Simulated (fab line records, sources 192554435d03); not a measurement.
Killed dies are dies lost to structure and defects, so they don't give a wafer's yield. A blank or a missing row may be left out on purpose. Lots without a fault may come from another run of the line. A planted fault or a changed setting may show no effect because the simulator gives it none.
Split-lot experiment | flow n5_finfet | 7 lots, 39 wafers read, on a route of 1938 steps

THE SPLIT
At N5_MOL_CONTACT_COAG_EXPOSE_81 (exposes mask VG, defocus 0 nm), the setting dose_mj was moved away from the recipe's 59.5 on 18 of the 39 wafers read, by -6.2% to +5.1%. The other wafers ran this setting at the recipe's value.

FROM THE SPLIT TO THE READING: what the file shows between them, 2 steps
- N5_MOL_CONTACT_COAG_PEB_82: peb time 60 s
- N5_MOL_CONTACT_COAG_DEVELOP_83: develop time 30 s

THE READING
cd_nm, in nm, at N5_MOL_CONTACT_COAG_CD_MEAS_84 (target cd 25.1 nm). Fault-free wafers of this fab line usually give 25.18 nm, standard deviation 0.23 nm.

wafer  | tool, chamber at the split | dose_mj as run | against the recipe | cd_nm, nm | against lot-mates on the recipe
L080.1 | euv_scanner-01, 0          | 60.97          | +2.5%              | 25.70     | +0.66
L080.2 | euv_scanner-01, 0          | 59.5           | recipe             | 25.08     | -
L080.3 | euv_scanner-01, 0          | 60.97          | +2.5%              | 25.76     | +0.72
L080.4 | euv_scanner-01, 0          | 60.97          | +2.5%              | 25.57     | +0.53
L080.5 | euv_scanner-01, 0          | 59.5           | recipe             | 25.17     | -
L080.6 | euv_scanner-01, 0          | 59.5           | recipe             | 24.87     | -
L084.1 | euv_scanner-02, 0          | 62.54          | +5.1%              | 25.77     | +0.61
L084.2 | euv_scanner-02, 0          | 59.5           | recipe             | 25.45     | -
L084.3 | euv_scanner-02, 0          | 59.5           | recipe             | 25.13     | -
L084.4 | euv_scanner-02, 0          | 62.54          | +5.1%              | 26.34     | +1.18
L084.5 | euv_scanner-02, 0          | 62.54          | +5.1%              | 26.02     | +0.86
L084.6 | euv_scanner-02, 0          | 59.5           | recipe             | 24.91     | -
L087.1 | euv_scanner-02, 0          | 59.5           | recipe             | 25.19     | -
L087.5 | euv_scanner-02, 0          | 59.5           | recipe             | 25.57     | -
L087.6 | euv_scanner-02, 0          | 59.5           | recipe             | 25.49     | -
L088.1 | euv_scanner-01, 0          | 59.5           | recipe             | 25.14     | -
L088.2 | euv_scanner-01, 0          | 59.5           | recipe             | 25.28     | -
L088.3 | euv_scanner-01, 0          | 61.86          | +4.0%              | 26.02     | +0.78
L088.4 | euv_scanner-01, 0          | 59.5           | recipe             | 25.29     | -
L088.5 | euv_scanner-01, 0          | 61.86          | +4.0%              | 26.16     | +0.92
L088.6 | euv_scanner-01, 0          | 61.86          | +4.0%              | 26.07     | +0.83
L091.1 | euv_scanner-02, 0          | 59.5           | recipe             | 25.15     | -
L091.2 | euv_scanner-02, 0          | 56.83          | -4.5%              | 23.85     | -1.33
L091.3 | euv_scanner-02, 0          | 59.5           | recipe             | 25.38     | -
L091.4 | euv_scanner-02, 0          | 59.5           | recipe             | 25.02     | -
L091.5 | euv_scanner-02, 0          | 56.83          | -4.5%              | 24.28     | -0.90
L091.6 | euv_scanner-02, 0          | 56.83          | -4.5%              | 23.85     | -1.33
L092.1 | euv_scanner-01, 0          | 59.5           | recipe             | 25.15     | -
L092.2 | euv_scanner-01, 0          | 55.84          | -6.2%              | 24.11     | -0.88
L092.3 | euv_scanner-01, 0          | 59.5           | recipe             | 24.87     | -
L092.4 | euv_scanner-01, 0          | 55.84          | -6.2%              | 24.36     | -0.63
L092.5 | euv_scanner-01, 0          | 59.5           | recipe             | 24.96     | -
L092.6 | euv_scanner-01, 0          | 55.84          | -6.2%              | 23.74     | -1.25
L095.1 | euv_scanner-01, 0          | 57.97          | -2.6%              | 24.61     | -0.86
L095.2 | euv_scanner-01, 0          | 59.5           | recipe             | 25.51     | -
L095.3 | euv_scanner-01, 0          | 57.97          | -2.6%              | 24.42     | -1.05
L095.4 | euv_scanner-01, 0          | 59.5           | recipe             | 25.68     | -
L095.5 | euv_scanner-01, 0          | 57.97          | -2.6%              | 24.50     | -0.97
L095.6 | euv_scanner-01, 0          | 59.5           | recipe             | 25.23     | -

THE FIT
A straight line over all 39 wafers: cd_nm changes by +0.205 nm for each +1% of dose_mj; r = +0.93; the points scatter about the line by 0.24 nm.
The same after taking each lot's own level away (the mean of its wafers on the recipe; 39 wafers): +0.203 nm for each +1%; r = +0.93; scatter 0.25 nm.
On that fit, the largest move of dose_mj shifts the reading by 1.3 nm.
The lots' own levels span 24.993 to 25.473 nm, that is 2.1 times the standard deviation above.
So the lot-to-lot level changes the slope little: the two slopes agree.
Check: with one of the wafers moved furthest among these (-6.2%) left out of the fit, the line predicts -1.34 nm for it against its lot-mates. It came out at -0.883 nm against them.

OTHER SPLITS ON THESE WAFERS
These wafers also went through other splits before the reading. Each is held against what the fit with the lots' levels taken away leaves over:
other split on the same wafers  | wafers away from the commonest value | r with cd_nm (lot level and that fit taken away)
N5_DUMMY_GATE_EXPOSE_12 dose_mj | 9                                    | -0.01
N5_DUMMY_GATE_ETCH_37 source_w  | 18                                   | -0.02
N5_HKMG_FIN_ETCH_35 source_w    | 15                                   | +0.27

THE FILE'S OWN FIT
cd_nm changes by +0.203 nm for each +1% of dose_mj, r = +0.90.
